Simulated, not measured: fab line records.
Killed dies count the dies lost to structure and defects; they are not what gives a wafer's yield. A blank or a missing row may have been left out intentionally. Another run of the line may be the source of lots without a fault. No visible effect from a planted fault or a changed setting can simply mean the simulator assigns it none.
fab line records    flow nand_harc
[record] lots = 14  wafers = 42  last_day = 33
route steps=1302 shown A_ZERO_WELL@403 A_SOURCE_PLATE@416 A_ONON_D1@425
lots untouched by any fault: they come from a run of this same line in which no faults occurred
start_h: start of the lot's first displayed wafer, in hours after the record's first day    wait_h: hours since the lot's step before    " repeats the value in the row above    L1.1+2: several wafers, shown together as one row    - no value, or no start was given    * or withheld: withheld    < > ~ a bound
route shown NAME@n: a module of which the file shows steps, and the number in the route of the first    usual: mean and standard deviation over wafers with no fault    same: alike in all rows    chamber/n: place in a boat    sites: per-site readings    _std_site: the values' standard deviation    _edge_site: outer sites' mean less inner sites'    radius_mm: how far each site lies from the wafer's centre    mask NAME#n: copy n    behind: tool/chamber where the wafer was last shaped    hold: cause of the lot's hold/its duration in hours/its outcome    device: names the non-switching transistor (n, p or np)    end of line: at the end of the route, the tests of the same wafers    a step given without rows: its recipe and nothing more    killed: at the first sort, the dies lost to defects and structure; wafer yield is something else    map: a wafer's dies, marking killed ones x, the rest . and places with no die _
set.NAME: the run value of the setting; set.NAME@STEP: its run value at that earlier step    model.NAME: the simulator's own value behind a step, which no gauge read
the route's steps for a sample of lots (tables are steps, rows are wafers)
services: from which hour (start_h, from the record's first day; less than 0 if before it) a tool's chamber was out of use, for how many hours, and why
[[steps]]
[step NHARC_A_ZERO_WELL_DESCUM_12]
[recipe] time_s = 3  o2_flow_sccm = 200  ar_flow_sccm = 0  bias_power_w = 0  chemistry = O2
[usual] drypump_motor_current_A = 5.6/0.45  oes_product_au = 1.005/0.009  rf_vpp_V = 57.8/0.86  showerhead_plenum_p_Torr = 1.90/0.056  throttle_valve_pct = 11.310/0.0088
lot.wafer  tool         chamber  start_h  wait_h  drypump_motor_current_A  oes_product_au  rf_hours_counter_h  rf_vpp_V  showerhead_plenum_p_Torr  throttle_valve_pct
L778.3     rie_diel-08  1        136.62   -       5.8                      1.000           18                  57.8      1.96                      11.322
L778.4     "            2        "        "       5.3                      1.000           18                  57.4      1.86                      11.323
L778.5     "            1        "        "       5.7                      0.989           -                   57.3      1.96                      11.300
L779.2     rie_diel-07  1        153.12   -       5.9                      1.020           7                   58.0      2.07                      11.309
L779.1     "            0        "        "       5.2                      1.013           9                   57.3      2.00                      11.310
L779.5     "            2        "        "       5.2                      1.008           -                   57.4      1.86                      11.317
L780.2     rie_diel-06  1        155.53   -       5.2                      1.010           0                   56.5      1.89                      11.311
L780.6     "            1        "        "       5.2                      1.006           -                   58.1      1.89                      11.316
L780.5     "            2        "        "       5.8                      1.003           -                   56.8      1.85                      11.304
L781.1     rie_diel-06  1        171.01   -       5.2                      1.014           1                   56.0      1.89                      11.288
L781.5     "            1        "        "       5.2                      1.009           -                   58.5      1.89                      11.311
L781.4     "            3        "        "       5.0                      1.010           -                   59.5      1.88                      11.306
L782.3     rie_diel-06  2        176.61   -       5.8                      0.997           1                   56.5      1.85                      11.292
L782.5     "            0        "        "       6.0                      1.001           -                   58.7      1.94                      11.319
L782.6     "            1        "        "       5.2                      1.009           -                   58.5      1.89                      11.313
L784.3     rie_diel-06  0        195.58   -       6.0                      1.015           2                   57.4      1.94                      11.299
L784.4     "            1        "        "       5.2                      1.004           2                   56.6      1.89                      11.310
L784.6     "            2        "        "       5.8                      1.007           -                   57.7      1.85                      11.331
L783.4     rie_diel-06  1        196.45   -       5.2                      1.004           2                   57.9      1.89                      11.309
L783.5     "            2        "        "       5.8                      0.999           -                   58.6      1.85                      11.299
L783.6     "            3        "        "       5.1                      1.002           -                   57.3      1.87                      11.323
L785.1     rie_diel-06  2        213.29   -       5.8                      0.999           2                   57.2      1.85                      11.307
L785.4     "            3        "        "       5.1                      1.020           2                   58.7      1.87                      11.321
L785.5     "            0        "        "       6.0                      1.016           -                   59.2      1.94                      11.310
L788.2     rie_diel-06  2        242.64   -       5.8                      0.981           3                   56.6      1.85                      11.308
L788.1     "            0        "        "       6.0                      1.007           3                   56.3      1.94                      11.312
L788.5     "            0        "        "       6.0                      1.003           -                   59.2      1.94                      11.309
L789.2     rie_diel-06  1        250.50   -       5.2                      1.005           4                   57.8      1.89                      11.327
L789.3     "            2        "        "       5.8                      1.006           4                   58.5      1.85                      11.314
L789.6     "            2        "        "       5.8                      1.004           -                   57.7      1.85                      11.294
L796.2     rie_diel-06  2        326.95   -       5.8                      1.018           0                   56.5      1.85                      11.318
L796.3     "            3        "        "       5.1                      1.011           0                   57.4      1.87                      11.313
L796.1     "            1        "        "       5.2                      0.985           0                   57.8      1.89                      11.305
L797.4     rie_diel-07  1        333.41   -       5.8                      1.009           7                   58.6      2.06                      11.312
L797.1     "            3        "        "       5.4                      0.984           8                   58.1      2.05                      11.290
L797.5     "            0        "        "       5.2                      0.999           -                   57.0      1.98                      11.291
L801.1     rie_diel-06  1        361.33   -       5.2                      0.986           2                   59.4      1.89                      11.327
L801.2     "            3        "        "       5.0                      1.002           1                   57.2      1.87                      11.305
L801.6     "            2        "        "       5.8                      1.018           -                   57.8      1.85                      11.308
L800.2     rie_diel-06  0        362.38   -       6.0                      1.013           2                   59.0      1.94                      11.310
L800.1     "            1        "        "       5.2                      0.994           2                   58.3      1.89                      11.308
L800.5     "            3        "        "       5.1                      1.005           -                   59.3      1.87                      11.318
[step NHARC_A_SOURCE_PLATE_THK_MEAS_09]
[recipe] thk_meas_gauge = ellipsometry
[usual] thk_nm = 9.6/0.97
lot.wafer  tool           chamber  start_h  wait_h  thk_nm
L778.3     film_metro-02  -        144.78   0.4     10.3
L778.4     "              -        "        "       10.0
L778.5     "              -        "        "       9.8
L779.1     film_metro-02  -        161.70   0.4     8.9
L779.2     "              -        "        "       9.5
L779.5     "              -        "        "       10.6
L780.2     film_metro-01  -        161.70   0.4     11.5
L780.5     "              -        "        "       10.8
L780.6     "              -        "        "       10.4
L781.1     film_metro-02  -        180.20   0.4     9.1
L781.4     "              -        "        "       7.9
L781.5     "              -        "        "       8.2
L782.3     film_metro-01  -        184.76   0.4     9.6
L782.5     "              -        "        "       9.0
L782.6     "              -        "        "       9.8
L784.3     film_metro-02  -        203.71   0.4     9.7
L784.4     "              -        "        "       9.8
L784.6     "              -        "        "       9.4
L783.4     film_metro-01  -        203.71   0.4     8.5
L783.5     "              -        "        "       9.8
L783.6     "              -        "        "       8.0
L785.1     film_metro-01  -        221.42   0.4     8.7
L785.4     "              -        "        "       10.4
L785.5     "              -        "        "       9.9
L788.1     film_metro-02  -        250.82   0.4     7.5
L788.2     "              -        "        "       11.4
L788.5     "              -        "        "       10.7
L789.2     film_metro-02  -        258.82   0.4     8.9
L789.3     "              -        "        "       9.9
L789.6     "              -        "        "       9.7
L796.1     film_metro-01  -        337.25   0.4     10.9
L796.2     "              -        "        "       9.6
L796.3     "              -        "        "       10.9
L797.1     film_metro-01  -        342.64   0.4     9.2
L797.4     "              -        "        "       8.7
L797.5     "              -        "        "       10.8
L801.1     film_metro-01  -        376.15   0.4     11.7
L801.2     "              -        "        "       8.9
L801.6     "              -        "        "       11.0
L800.1     film_metro-01  -        376.16   0.4     8.1
L800.2     "              -        "        "       9.3
L800.5     "              -        "        "       10.2
[step NHARC_A_SOURCE_PLATE_ANNEAL_05]
[recipe] temp_c = 850  time_s = 1800
[usual] run_length_s = 1836/4.6  spike_tc_bottom_C = 871/3.1  tube_center_temp_C = 850.02/0.071  zone_power_upper_pct = 16.9/2
lot.wafer  tool        chamber  start_h  wait_h  run_length_s  spike_tc_bottom_C  tube_center_temp_C  zone_power_upper_pct
L778.3     furnace-08  0        151.63   1.2     1840          873                850.13              18.9
L778.4     "           0        "        "       1840          874                850.02              19.2
L778.5     "           0        "        "       1840          873                850.04              19.0
L779.1     furnace-04  0        170.33   2.9     1839          869                849.95              15.8
L779.2     "           0        "        "       1839          868                849.94              16.1
L779.5     "           0        "        "       1839          867                849.97              15.8
L780.2     furnace-04  0        170.33   2.9     1830          865                849.91              15.7
L780.5     "           0        "        "       1830          868                849.95              15.6
L780.6     "           0        "        "       1830          866                849.99              15.7
L781.1     furnace-04  0        188.81   2.9     1834          866                850                 15.9
L781.4     "           0        "        "       1834          867                850                 15.7
L781.5     "           0        "        "       1834          869                850.1               15.6
L782.3     furnace-04  0        194.18   2.9     1832          869                850.01              15.6
L782.5     "           0        "        "       1832          867                850.01              15.9
L782.6     "           0        "        "       1832          866                850.16              15.6
L783.4     furnace-04  0        212.24   2.9     1835          865                850.01              15.6
L783.5     "           0        "        "       1835          869                849.99              15.7
L783.6     "           0        "        "       1835          868                850.15              15.8
L784.3     furnace-04  0        212.24   2.9     1834          865                850.08              15.7
L784.4     "           0        "        "       1834          866                849.93              16.0
L784.6     "           0        "        "       1834          868                850.06              15.7
L785.1     furnace-08  0        230.53   3.4     1840          873                850.02              19.4
L785.4     "           0        "        "       1840          874                850.09              19.5
L785.5     "           0        "        "       1840          873                850.06              19.0
L788.1     furnace-08  0        259.89   3.4     1837          874                850.12              19.4
L788.2     "           0        "        "       1837          875                849.83              19.4
L788.5     "           0        "        "       1837          874                849.94              19.3
L789.2     furnace-04  0        269.55   5.2     1834          869                850.04              15.6
L789.3     "           0        "        "       1834          869                850.02              15.8
L789.6     "           0        "        "       1834          868                850.12              15.7
L796.1     furnace-08  -        346.95   3.4     -             -                  -                   -
L796.2     "           -        "        "       -             -                  -                   -
L796.3     "           -        "        "       -             -                  -                   -
L797.1     furnace-08  -        354.37   6.1     -             -                  -                   -
L797.4     "           -        "        "       -             -                  -                   -
L797.5     "           -        "        "       -             -                  -                   -
L800.1     furnace-01  0        384.99   3.3     1837          871                850.06              14.1
L800.2     "           0        "        "       1837          870                850.08              14.2
L800.5     "           0        "        "       1837          870                850.07              14.1
L801.1     furnace-01  0        384.99   3.3     1828          871                850.07              14.1
L801.2     "           0        "        "       1828          869                849.98              14.0
L801.6     "           0        "        "       1828          870                849.99              14.1
[step NHARC_A_ONON_D1_THK_MEAS_02]
[recipe] thk_meas_gauge = ellipsometry
[usual] thk_nm = 1003/10
lot.wafer  tool           chamber  start_h  wait_h  thk_nm
L778.3     film_metro-01  -        156.20   -       1017
L778.4     "              -        "        "       1020
L778.5     "              -        "        "       1017
L779.1     film_metro-02  -        174.88   -       1018
L779.2     "              -        "        "       1018
L779.5     "              -        "        "       1020
L780.2     film_metro-02  -        174.88   -       1013
L780.5     "              -        "        "       1014
L780.6     "              -        "        "       1014
L781.1     film_metro-02  -        193.46   -       1018
L781.4     "              -        "        "       1018
L781.5     "              -        "        "       1017
L782.3     film_metro-01  -        198.80   -       1001
L782.5     "              -        "        "       1001
L782.6     "              -        "        "       999
L783.4     film_metro-01  -        216.87   -       1003
L783.5     "              -        "        "       1003
L783.6     "              -        "        "       1003
L784.3     film_metro-02  -        216.88   -       997
L784.4     "              -        "        "       997
L784.6     "              -        "        "       998
L785.1     film_metro-01  -        235.14   -       1012
L785.4     "              -        "        "       1010
L785.5     "              -        "        "       1011
L788.1     film_metro-02  -        264.52   -       999
L788.2     "              -        "        "       1001
L788.5     "              -        "        "       998
L789.2     film_metro-02  -        274.08   -       1006
L789.3     "              -        "        "       1007
L789.6     "              -        "        "       1004
L801.1     film_metro-02  -        389.51   -       1011
L801.2     "              -        "        "       1011
L801.6     "              -        "        "       1010
L800.1     film_metro-02  -        389.52   -       1014
L800.2     "              -        "        "       1014
L800.5     "              -        "        "       1012
[[services]]
tool         chamber  start_h  hours  kind
rie_diel-07  -        117.20   9.0    pm
rie_diel-06  -        130.20   9.0    pm
rie_diel-06  0        130.20   9.0    vent_cycle
rie_diel-06  1        130.20   9.0    vent_cycle
rie_diel-07  0        155.63   4.6    repair
rie_diel-06  2        169.34   2.5    repair
rie_diel-08  -        190.80   9.0    pm
rie_diel-07  3        199.17   1.5    repair
furnace-01   -        206.71   26.0   pm
furnace-08   -        208.16   4.0    repair
rie_diel-06  3        220.49   91.7   repair
rie_diel-08  3        229.06   4.1    repair
rie_diel-06  2        261.20   4.6    repair
rie_diel-07  1        291.02   2.6    repair
rie_diel-07  -        294.20   9.0    pm
rie_diel-06  -        307.20   9.0    pm
rie_diel-08  1        320.05   12.0   repair
rie_diel-08  0        323.71   1.2    repair
furnace-04   -        329.55   29.0   repair
rie_diel-06  0        331.49   2.1    repair
rie_diel-08  -        359.58   1.2    repair
rie_diel-07  1        359.86   2.9    repair
rie_diel-08  -        367.80   9.0    pm
rie_diel-06  3        369.00   1.9    repair
[[key]]
[first_sign] step = NHARC_A_SOURCE_PLATE_ANNEAL_05  reading = tool_record  direction = missing
effect none on later readings
met_at NHARC_A_SOURCE_PLATE_ANNEAL_05
struck_lots L796,L797
later_rows_left_out L796.1,L796.2,L796.3,L797.1,L797.4,L797.5
sort_left_out L796.1,L796.2,L796.3,L797.1,L797.4,L797.5
tester_left_out L796,L797
not_acting_at NHARC_A_ZERO_WELL_DESCUM_12,NHARC_A_SOURCE_PLATE_THK_MEAS_09,NHARC_A_ONON_D1_THK_MEAS_02
onset_between 259.89 346.95
[fault] kind = skipped_step_whole  tool = furnace-08  chamber = -  onset_h = 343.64  steps = NHARC_A_SOURCE_PLATE_ANNEAL_05  scope = struck_lots_only
// tester_left_out: of these lots the tester's yield and bins aren't shown, on N5 and GAA mostly nor the transistor test; their killed dies are dies lost to structure and defects alone, not to doping, threshold or leakage, so they don't give the yield
// sort_left_out: the simulated sort isn't trusted on such a fault, so these wafers' sort isn't shown, and their yield isn't known
// later_rows_left_out: the simulator's readings of these wafers behind a module that went badly wrong aren't trusted and aren't shown, but for the sort
